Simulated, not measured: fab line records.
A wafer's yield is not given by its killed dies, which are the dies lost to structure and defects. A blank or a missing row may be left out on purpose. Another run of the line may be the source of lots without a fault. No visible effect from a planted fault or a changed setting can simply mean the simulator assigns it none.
fab line records ; flow n5-finfet
record: lots: 12; wafers: 34; last-day: 18
route steps=1938 shown BEOL_M13@1698 BEOL_M14@1716 PASSIVATION@1936
lots with no fault: from the same line, run without faults
start-h: the number of hours between the record's first day and the start of the first shown wafer of the lot ; wait-h: time in hours since the lot's previous step ; " unchanged from the row above ; L1.1+2: one row covering several wafers at once ; - no value, or no start given ; * or withheld: withheld ; < > ~ a bound
route shown NAME@n: a module of which the file shows steps, and the number in the route of the first ; usual: mean/standard deviation taken from wafers without a fault ; same: alike in all rows ; chamber/n: place in a boat ; sites: readings site by site ; _std_site: standard deviation of those values ; _edge_site: mean of outer sites minus mean of inner sites ; radius-mm: for every site, how far away it sits from the centre of the wafer ; mask NAME#n: copy n ; behind: the most recent tool/chamber to have shaped the wafer ; hold: what put the lot on hold/how long, in hours/how the hold closed ; device: which transistor (n, p or np) failed to switch ; end of line: the tests these same wafers got at the end of their route ; a step given without rows: its recipe and nothing more ; killed: count of dies lost to structure and defects at first sort (not the wafer's yield) ; map: dies across one wafer; x = killed, . = not, _ = none there
set.NAME: the setting the step ran with; set.NAME@STEP: the setting that earlier step ran with ; model.NAME: the simulator's own value behind a step, which no gauge read
a sample of lots followed through the steps of the route, with each step as a table and each wafer as a row
services: the hour from which a tool's chamber was out of use, counted from the record's first day as start-h (under 0 if before that day), plus the number of hours and why
== steps ==
step: N5_BEOL_M13_OCD_MEAS_35
usual: trench-depth-nm: 412/7.2
lot.wafer;tool;chamber;start-h;wait-h;trench-depth-nm
L170.2;ocd-01;-;253.82;0.0;402
L170.5;ocd-01;-;253.82;0.0;402
L170.6;ocd-01;-;253.82;0.0;406
L172.3;ocd-01;-;265.73;0.0;417
L172.5;ocd-01;-;265.73;0.0;407
L172.6;ocd-01;-;265.73;0.0;419
L173.1;ocd-02;-;267.11;0.0;405
L173.3;ocd-02;-;267.11;0.0;421
L173.6;ocd-02;-;267.11;0.0;410
L174.1;ocd-01;-;273.86;0.0;398
L174.2;ocd-01;-;273.86;0.0;419
L174.6;ocd-01;-;273.86;0.0;400
L175.1;ocd-01;-;275.20;0.0;402
L175.4;ocd-01;-;275.20;0.0;416
L175.5;ocd-01;-;275.20;0.0;401
L180.1;ocd-02;-;306.01;0.0;419
L180.5;ocd-02;-;306.01;0.0;408
L178.2;ocd-01;-;311.40;0.0;419
L178.6;ocd-01;-;311.40;0.0;404
L181.3;ocd-01;-;344.30;0.0;410
L181.4;ocd-01;-;344.30;0.0;410
L181.5;ocd-01;-;344.30;0.0;410
L191.4;ocd-01;-;378.59;0.0;407
L191.5;ocd-01;-;378.59;0.0;412
L191.6;ocd-01;-;378.59;0.0;399
L189.2;ocd-02;-;382.68;0.0;417
L189.3;ocd-02;-;382.68;0.0;419
L189.4;ocd-02;-;382.68;0.0;421
L192.2;ocd-01;-;392.70;0.0;416
L192.3;ocd-01;-;392.70;0.0;419
L192.5;ocd-01;-;392.70;0.0;416
L193.1;ocd-02;-;409.87;0.0;412
L193.4;ocd-02;-;409.87;0.0;414
L193.5;ocd-02;-;409.87;0.0;419
step: N5_BEOL_M13_SPUTTER_43
recipe: material: TaN; target-thk-a: 150; temp-c: 50; bias-v: 168.6; power-w: 15000; chamber-pressure-pa: 0.12; time-s: 24.19
usual: throttle-valve-pct: 29.7/0.82
lot.wafer;tool;chamber;start-h;wait-h;throttle-valve-pct
L170.2;pvd-sputter-02;-;256.05;0.0;28.8
L170.5;pvd-sputter-02;-;256.05;0.0;29.3
L170.6;pvd-sputter-02;-;256.05;0.0;30.5
L172.3;pvd-sputter-02;-;275.21;0.0;29.6
L172.5;pvd-sputter-02;-;275.21;0.0;29.4
L172.6;pvd-sputter-02;-;275.21;0.0;30.7
L173.1;pvd-sputter-01;-;277.35;0.0;29.5
L173.3;pvd-sputter-01;-;277.35;0.0;29.6
L173.6;pvd-sputter-01;-;277.35;0.0;30.3
L174.1;pvd-sputter-03;-;278.50;0.0;31.0
L174.2;pvd-sputter-03;-;278.50;0.0;30.8
L174.6;pvd-sputter-03;-;278.50;0.0;30.5
L175.1;pvd-sputter-02;-;279.87;0.0;29.2
L175.4;pvd-sputter-02;-;279.87;0.0;29.4
L175.5;pvd-sputter-02;-;279.87;0.0;30.9
L180.1;pvd-sputter-01;-;311.28;0.0;29.4
L180.5;pvd-sputter-01;-;311.28;0.0;29.3
L178.2;pvd-sputter-01;-;312.92;0.0;29.6
L178.6;pvd-sputter-01;-;312.92;0.0;28.2
L181.3;pvd-sputter-02;-;349.58;0.0;29.5
L181.4;pvd-sputter-02;-;349.58;0.0;29.0
L181.5;pvd-sputter-02;-;349.58;0.0;29.2
L191.4;pvd-sputter-01;-;380.72;0.0;28.1
L191.5;pvd-sputter-01;-;380.72;0.0;30.4
L191.6;pvd-sputter-01;-;380.72;0.0;29.3
L189.2;pvd-sputter-01;-;384.11;0.0;29.6
L189.3;pvd-sputter-01;-;384.11;0.0;29.5
L189.4;pvd-sputter-01;-;384.11;0.0;30.4
L192.2;pvd-sputter-03;-;393.34;0.0;30.1
L192.3;pvd-sputter-03;-;393.34;0.0;30.8
L192.5;pvd-sputter-03;-;393.34;0.0;30.9
L193.1;pvd-sputter-02;-;410.32;0.0;29.0
L193.4;pvd-sputter-02;-;410.32;0.0;29.4
L193.5;pvd-sputter-02;-;410.32;0.0;28.9
step: N5_BEOL_M13_DEP_53
recipe: material: SiCN; target-thk-a: 500; temp-c: withheld; precursor: 3MS/NH3; pressure-torr: 3; rf-w: 675; time-s: 17.8
usual: showerhead-plenum-p-Torr: 4.153/0.018; showerhead-vpp-V: 1622/110; throttle-valve-pct: 18.1/1
lot.wafer;tool;chamber;start-h;wait-h;showerhead-plenum-p-Torr;showerhead-vpp-V;throttle-valve-pct
L170.2;pecvd-04;2;257.50;0.0;4.142;1701;16.5
L170.5;pecvd-04;1;257.50;0.0;4.130;1603;17.3
L170.6;pecvd-04;2;257.50;0.0;4.138;1650;16.7
L172.3;pecvd-04;0;276.30;0.0;4.179;1420;18.1
L172.5;pecvd-04;2;276.30;0.0;4.157;1692;16.7
L172.6;pecvd-04;0;276.30;0.0;4.182;1461;18.1
L173.1;pecvd-01;0;280.20;0.0;4.171;1621;18.3
L173.3;pecvd-01;1;280.20;0.0;4.164;1490;20.4
L173.6;pecvd-01;1;280.20;0.0;4.162;1504;20.2
L174.1;pecvd-04;1;282.29;0.0;4.135;1578;17.2
L174.2;pecvd-04;2;282.29;0.0;4.136;1697;16.6
L174.6;pecvd-04;0;282.29;0.0;4.178;1457;17.9
L175.1;pecvd-02;0;283.12;0.0;4.174;1620;19.2
L175.4;pecvd-02;1;283.12;0.0;4.140;1781;17.9
L175.5;pecvd-02;2;283.12;0.0;4.137;1689;18.3
L180.1;pecvd-02;2;314.49;0.0;4.142;1692;18.6
L180.5;pecvd-02;0;314.49;0.0;4.176;1595;19.7
L178.2;pecvd-02;2;315.15;0.0;4.141;1710;18.8
L178.6;pecvd-02;2;315.15;0.0;4.156;1729;18.6
L181.3;pecvd-04;2;350.69;0.0;4.127;1674;16.5
L181.4;pecvd-04;0;350.69;0.0;4.188;1436;17.7
L181.5;pecvd-04;2;350.69;0.0;4.140;1698;16.7
L191.4;pecvd-01;0;385.45;0.0;4.161;1601;18.2
L191.5;pecvd-01;2;385.45;0.0;4.138;1621;17.4
L191.6;pecvd-01;1;385.45;0.0;4.163;1504;20.4
L189.2;pecvd-04;1;386.69;0.0;4.134;1609;17.4
L189.3;pecvd-04;0;386.69;0.0;4.182;1450;17.9
L189.4;pecvd-04;2;386.69;0.0;4.146;1690;16.9
L192.2;pecvd-04;0;394.43;0.0;4.183;1456;17.8
L192.3;pecvd-04;2;394.43;0.0;4.133;1675;16.7
L192.5;pecvd-04;0;394.43;0.0;4.182;1440;17.7
L193.1;pecvd-01;1;411.94;0.0;4.159;1469;20.3
L193.4;pecvd-01;1;411.94;0.0;4.172;1467;20.2
L193.5;pecvd-01;0;411.94;0.0;4.168;1581;18.0
step: N5_BEOL_M14_ILD_DEP_00
recipe: material: SiO2; target-thk-a: 11193; temp-c: 400; precursor: TEOS/O2; pressure-torr: 6.5; rf-w: 900; teos-flow-sccm: 161.4; gas: O2; flow-sccm: 2650; time-s: 237.4
usual: heater-power-w: 531/68; showerhead-plenum-p-Torr: 8.350/0.03; showerhead-vpp-V: 1925/130; susceptor-temp-C: 400.01/0.23; throttle-valve-pct: 18.3/0.88
lot.wafer;tool;chamber;start-h;wait-h;heater-power-w;showerhead-plenum-p-Torr;showerhead-vpp-V;susceptor-temp-C;throttle-valve-pct
L170.2;pecvd-03;2;257.63;0.0;463;8.334;2102;400.51;17.3
L170.5;pecvd-03;2;257.63;0.0;536;8.360;2083;400.42;16.9
L170.6;pecvd-03;0;257.63;0.0;546;8.389;1965;399.99;18.2
L172.3;pecvd-03;1;276.43;0.0;536;8.369;1822;400.01;19.6
L172.5;pecvd-03;1;276.43;0.0;608;8.346;1849;400.02;19.6
L172.6;pecvd-03;0;276.43;0.0;500;8.378;2012;400.46;18.5
L173.1;pecvd-03;2;280.33;0.0;483;8.347;2090;400.29;17.3
L173.3;pecvd-03;1;280.33;0.0;636;8.357;1826;399.99;19.8
L173.6;pecvd-03;2;280.33;0.0;550;8.342;2111;400.47;17.4
L174.1;pecvd-02;1;282.42;0.0;596;8.338;2052;399.84;18.4
L174.2;pecvd-02;2;282.42;0.0;540;8.306;1986;399.94;19.4
L174.6;pecvd-02;2;282.42;0.0;597;8.325;1988;400.27;18.8
L175.1;pecvd-04;0;283.24;0.0;644;8.361;1638;399.96;18.4
L175.4;pecvd-04;0;283.24;0.0;500;8.375;1658;400.14;18.5
L175.5;pecvd-04;1;283.24;0.0;424;8.294;1888;400.11;17.6
L180.1;pecvd-03;0;314.62;0.0;459;8.388;1957;401.56;18.6
L180.5;pecvd-03;1;314.62;0.0;638;8.366;1842;401.29;19.7
L178.2;pecvd-03;0;315.28;0.0;560;8.381;1990;401.43;18.3
L178.6;pecvd-03;1;315.28;0.0;493;8.348;1848;400.98;19.6
L181.3;pecvd-04;1;350.82;0.0;553;8.317;1841;400.03;17.9
L181.4;pecvd-04;0;350.82;0.0;502;8.397;1652;399.46;18.7
L181.5;pecvd-04;2;350.82;0.0;382;8.325;1940;400.07;17.5
L191.4;pecvd-03;0;385.64;0.1;530;8.365;1947;399.66;18.7
L191.5;pecvd-03;1;385.64;0.1;604;8.361;1848;399.92;19.7
L191.6;pecvd-03;2;385.64;0.1;595;8.340;2083;400.39;17.7
L189.2;pecvd-04;0;386.82;0.0;508;8.383;1652;399.79;18.5
L189.3;pecvd-04;1;386.82;0.0;490;8.301;1850;399.58;17.6
L189.4;pecvd-04;2;386.82;0.0;460;8.319;1942;400.24;17.4
L192.2;pecvd-04;2;394.59;0.1;490;8.303;1960;399.77;17.4
L192.3;pecvd-04;0;394.59;0.1;532;8.359;1654;400.18;18.3
L192.5;pecvd-04;2;394.59;0.1;378;8.309;1965;399.61;17.3
L193.1;pecvd-04;0;412.06;0.0;607;8.380;1672;399.94;18.6
L193.4;pecvd-04;1;412.06;0.0;563;8.306;1838;400.17;17.9
L193.5;pecvd-04;2;412.06;0.0;489;8.304;1955;400.21;17.3
step: N5_PASSIVATION_PROBE_49
usual: defect-limited-yield: 91.4/1.4; killed_at_M0_to_M3: 33/11; killed_at_M4_up: 13/5.3; killed-at-contacts: 13/6.1; killed-at-front-end: 40/11; killed-at-other: 2.9/2.7; killed-dies: 102/17; killed-open: 68/13; killed-short: 32/7.5; sort_bin_4_leakage: 0.00/0.022; sort_bin_5_function: 5.1/0.98; sort_bin_6_memory: 3.2/0.69; sort-n-pass: 1077/21; sort-yield-pct: 91.3/1.7
same: gross-dies: 1180; killed-at-back-side: 0; sort_bin_8_speed[%]: 0
lot.wafer;tool;chamber;start-h;wait-h;defect-limited-yield[%];killed_at_M0_to_M3;killed_at_M4_up;killed-at-contacts;killed-at-front-end;killed-at-other;killed-dies;killed-open;killed-short;sort_bin_4_leakage[%];sort_bin_5_function[%];sort_bin_6_memory[%];sort-n-pass;sort-yield-pct[%]
L170.2;prober-01;-;296.84;0.1;91.1;28;12;13;47;5;105;65;37;0;5.2;3.4;1075;91.1
L170.5;prober-01;-;296.99;0.2;91.3;40;11;18;31;3;103;56;40;0;4.7;2.9;1077;91.3
L170.6;prober-01;-;297.04;0.3;90.9;37;14;11;44;1;107;68;39;0;4.9;4.0;1073;90.9
L172.3;prober-01;-;305.62;0.1;90.7;24;9;22;53;2;110;67;41;0;5.2;3.6;1070;90.7
L172.5;prober-01;-;305.72;0.2;91.2;32;10;28;31;3;104;68;36;0;6.0;2.6;1076;91.2
L172.6;prober-01;-;305.77;0.3;89.9;28;22;33;33;3;119;75;41;0;6.0;3.3;1061;89.9
L174.1;prober-02;-;316.77;0.0;89.4;44;11;7;57;6;125;86;37;0;5.6;4.6;1055;89.4
L174.2;prober-02;-;316.82;0.1;94.2;22;14;7;26;0;69;47;20;0;3.3;2.0;1111;94.2
L174.6;prober-02;-;317.02;0.3;90.4;26;14;7;65;1;113;79;34;0;5.3;3.8;1067;90.4
L180.1;prober-01;-;343.56;0.0;94.0;18;7;19;25;2;71;55;16;0;3.8;2.1;1109;94.0
L180.5;prober-01;-;343.76;0.2;93.6;16;12;13;33;2;76;50;25;0;3.6;2.5;1104;93.6
L178.2;prober-02;-;350.64;0.1;91.9;36;19;9;31;1;96;69;26;0;4.2;3.6;1084;91.9
L178.6;prober-02;-;350.84;0.3;88.1;44;14;11;71;1;141;92;49;0;6.4;4.8;1039;88.1
L181.3;prober-02;-;390.38;0.1;91.6;36;11;11;28;13;99;66;32;0;4.6;3.3;1081;91.6
L181.4;prober-02;-;390.43;0.2;92.5;28;7;13;36;4;88;57;31;0;3.9;3.2;1092;92.5
L181.5;prober-02;-;390.48;0.2;90.9;39;12;10;41;5;107;75;30;0;5.3;3.5;1073;90.9
L189.2;prober-01;-;414.94;0.1;94.4;17;8;7;33;1;66;40;26;0;2.9;2.5;1114;94.4
L189.3;prober-01;-;414.99;0.1;90.8;32;13;16;42;6;109;72;37;0;6.7;2.3;1071;90.8
L189.4;prober-01;-;415.04;0.2;92.6;29;11;5;38;4;87;55;30;0;5.3;1.8;1093;92.6
killed by level:class
L170.2 FIN_SAQP:geometric-particle:short=21 MOL_CONTACT_COAG:geometric-particle:open=11 FIN_SAQP:geometric-particle:open=9 BEOL_M0_SAQP:geometric-particle:open=7 BEOL_M0:geometric-particle:open=7 BEOL_M3:geometric-particle:open=5 BEOL_M4:geometric-particle:open=5 STARTING-WAFER:geometric-particle:open=5
L170.5 MOL_CONTACT_COAG:geometric-particle:open=16 FIN_SAQP:geometric-particle:short=13 BEOL_M0_SAQP:geometric-particle:open=10 BEOL_M0_SAQP:geometric-particle:short=9 BEOL_M3:geometric-particle:open=8 STARTING-WAFER:geometric-particle:short=6 HKMG_FIN:area-etch=6 BEOL_M2:geometric-particle:open=5
L170.6 FIN_SAQP:geometric-particle:short=19 FIN_SAQP:geometric-particle:open=10 MOL_CONTACT_COAG:geometric-particle:open=10 BEOL_M0_SAQP:geometric-particle:short=9 BEOL_M3:geometric-particle:open=8 BEOL_M4:geometric-particle:open=7 BEOL_M0_SAQP:geometric-particle:open=7 STI_FIN_REVEAL:geometric-particle:open=5
L172.3 FIN_SAQP:geometric-particle:open=19 FIN_SAQP:geometric-particle:short=13 MOL_CONTACT_COAG:geometric-particle:open=13 MOL_CONTACT_COAG:geometric-particle:short=9 BEOL_M3:geometric-particle:open=6 BEOL_M4:geometric-particle:open=6 STARTING-WAFER:geometric-particle:open=6 BEOL_M0_SAQP:geometric-particle:short=4
L172.5 MOL_CONTACT_COAG:geometric-particle:open=22 FIN_SAQP:geometric-particle:open=10 STI_FIN_REVEAL:geometric-particle:open=9 BEOL_M0_SAQP:geometric-particle:short=7 MOL_CONTACT_COAG:geometric-particle:short=6 BEOL_M4:geometric-particle:open=6 BEOL_M0_SAQP:geometric-particle:open=5 BEOL_M0:geometric-particle:short=5
L172.6 MOL_CONTACT_COAG:geometric-particle:open=24 MOL_CONTACT_COAG:geometric-particle:short=9 BEOL_M1:geometric-particle:open=9 BEOL_M4:geometric-particle:open=9 FIN_SAQP:geometric-particle:open=8 STI_FIN_REVEAL:geometric-particle:open=5 GATE_CUT:geometric-particle:short=5 BEOL_M1:geometric-particle:short=4
L174.1 BEOL_M0_SAQP:geometric-particle:open=18 STI_FIN_REVEAL:geometric-particle:open=12 FIN_SAQP:geometric-particle:short=8 BEOL_M2:geometric-particle:open=8 FIN_SAQP:geometric-particle:open=6 MOL_CONTACT_COAG:geometric-particle:open=6 BEOL_M3:geometric-particle:short=6 BEOL_M3:geometric-particle:open=6
L174.2 BEOL_M2:geometric-particle:open=8 STARTING-WAFER:geometric-particle:open=7 STI_FIN_REVEAL:geometric-particle:open=5 MOL_CONTACT_COAG:geometric-particle:open=4 BEOL_M1:geometric-particle:short=4 BEOL_M4:geometric-particle:open=4 FIN_SAQP:geometric-particle:open=3 GATE_CUT:geometric-particle:short=3
L174.6 STI_FIN_REVEAL:geometric-particle:open=21 FIN_SAQP:geometric-particle:open=11 BEOL_M4:geometric-particle:open=9 FIN_SAQP:geometric-particle:short=8 BEOL_M0_SAQP:geometric-particle:short=7 MOL_CONTACT_COAG:geometric-particle:open=6 BEOL_M0_SAQP:geometric-particle:open=6 STARTING-WAFER:geometric-particle:open=6
L180.1 MOL_CONTACT_COAG:geometric-particle:open=17 BEOL_M1:geometric-particle:open=6 STI_FIN_REVEAL:geometric-particle:open=5 BEOL_M2:geometric-particle:open=5 STARTING-WAFER:geometric-particle:open=4 FIN_SAQP:geometric-particle:open=3 FIN_SAQP:geometric-particle:short=3 DUMMY_GATE:geometric-particle:open=3
L180.5 FIN_SAQP:geometric-particle:short=10 MOL_CONTACT_COAG:geometric-particle:open=10 FIN_SAQP:geometric-particle:open=9 STI_FIN_REVEAL:geometric-particle:open=6 BEOL_M4:geometric-particle:open=6 BEOL_M0_SAQP:geometric-particle:short=5 STARTING-WAFER:geometric-particle:open=3 GATE_CUT:geometric-particle:short=3
L178.2 BEOL_M4:geometric-particle:open=11 BEOL_M0_SAQP:geometric-particle:open=10 STI_FIN_REVEAL:geometric-particle:open=9 MOL_CONTACT_COAG:geometric-particle:open=8 BEOL_M0_SAQP:geometric-particle:short=7 BEOL_M3:geometric-particle:open=7 FIN_SAQP:geometric-particle:open=4 GATE_CUT:geometric-particle:short=4
L178.6 STI_FIN_REVEAL:geometric-particle:open=18 FIN_SAQP:geometric-particle:open=15 FIN_SAQP:geometric-particle:short=15 BEOL_M2:geometric-particle:open=10 BEOL_M0_SAQP:geometric-particle:open=9 MOL_CONTACT_COAG:geometric-particle:open=8 BEOL_M0_SAQP:geometric-particle:short=8 BEOL_M3:geometric-particle:open=8
L181.3 BEOL_M0_SAQP:geometric-particle:open=11 BEOL_M0_SAQP:geometric-particle:short=10 MOL_CONTACT_COAG:geometric-particle:open=9 STARTING-WAFER:geometric-particle:short=7 FIN_SAQP:geometric-particle:open=6 BEOL_M2:geometric-particle:open=6 PASS1_CAP:geometric-particle:open=5 GATE_CUT:geometric-particle:open=4
L181.4 BEOL_M2:geometric-particle:open=12 FIN_SAQP:geometric-particle:open=11 MOL_CONTACT_COAG:geometric-particle:open=10 GATE_CUT:geometric-particle:short=8 BEOL_M0_SAQP:geometric-particle:open=4 BEOL_M0_SAQP:geometric-particle:short=4 STARTING-WAFER:geometric-particle:short=4 STARTING-WAFER:geometric-particle:open=4
L181.5 FIN_SAQP:geometric-particle:open=12 MOL_CONTACT_COAG:geometric-particle:open=9 BEOL_M4:geometric-particle:open=9 FIN_SAQP:geometric-particle:short=8 BEOL_M2:geometric-particle:open=8 BEOL_M0_SAQP:geometric-particle:open=7 BEOL_M0_SAQP:geometric-particle:short=7 BEOL_M1:geometric-particle:open=7
L189.2 FIN_SAQP:geometric-particle:open=11 MOL_CONTACT_COAG:geometric-particle:open=7 BEOL_M0_SAQP:geometric-particle:short=7 FIN_SAQP:geometric-particle:short=6 STARTING-WAFER:geometric-particle:open=5 BEOL_M0:geometric-particle:open=4 STARTING-WAFER:geometric-particle:short=4 DUMMY_GATE:geometric-particle:open=2
L189.3 FIN_SAQP:geometric-particle:open=13 BEOL_M2:geometric-particle:open=12 MOL_CONTACT_COAG:geometric-particle:open=11 FIN_SAQP:geometric-particle:short=9 STI_FIN_REVEAL:geometric-particle:open=9 BEOL_M0_SAQP:geometric-particle:open=6 MOL_CONTACT_COAG:geometric-particle:short=5 BEOL_M1:geometric-particle:open=5
L189.4 FIN_SAQP:geometric-particle:open=14 FIN_SAQP:geometric-particle:short=8 BEOL_M1:geometric-particle:open=7 BEOL_M3:geometric-particle:open=6 STI_FIN_REVEAL:geometric-particle:open=5 MOL_CONTACT_COAG:geometric-particle:open=4 BEOL_M0_SAQP:geometric-particle:open=4 BEOL_M4:geometric-particle:open=4
== services ==
tool;chamber;start-h;hours;kind
pecvd-04;0;237.60;2.1;scheduled-down
pecvd-02;-;246.63;2.5;repair
pecvd-04;2;294.41;2.1;scheduled-down
pecvd-02;1;315.25;3.4;repair
pecvd-02;0;324.58;5.0;scheduled-down
pecvd-02;-;328.67;1.5;repair
pecvd-03;1;341.51;5.2;repair
pecvd-04;-;343.24;1.7;repair
pvd-sputter-02;-;357.48;4.6;repair
pecvd-02;0;359.75;7.6;repair
pecvd-02;0;386.26;2.1;scheduled-down
pecvd-02;1;388.39;5.0;scheduled-down
pecvd-01;-;408.67;2.8;pm
== key ==
first-sign: step: N5_BEOL_M14_ILD_DEP_00; reading: susceptor-temp-C; direction: up; sigmas: 5.6; usual: *; struck: *
effect none on later readings
met-at N5_BEOL_M14_ILD_DEP_00
struck-lots L178,L180
not-acting-at N5_BEOL_M13_OCD_MEAS_35,N5_BEOL_M13_SPUTTER_43,N5_BEOL_M13_DEP_53
onset-between 280.33 314.62
fault: kind: process-parameter-drift; tool: pecvd-03; chamber: -; onset-h: 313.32; steps: N5_BEOL_M14_ILD_DEP_00; channel: temp-c; offset: *; shape: step; end-h: 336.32; acts-in: *; stated: *
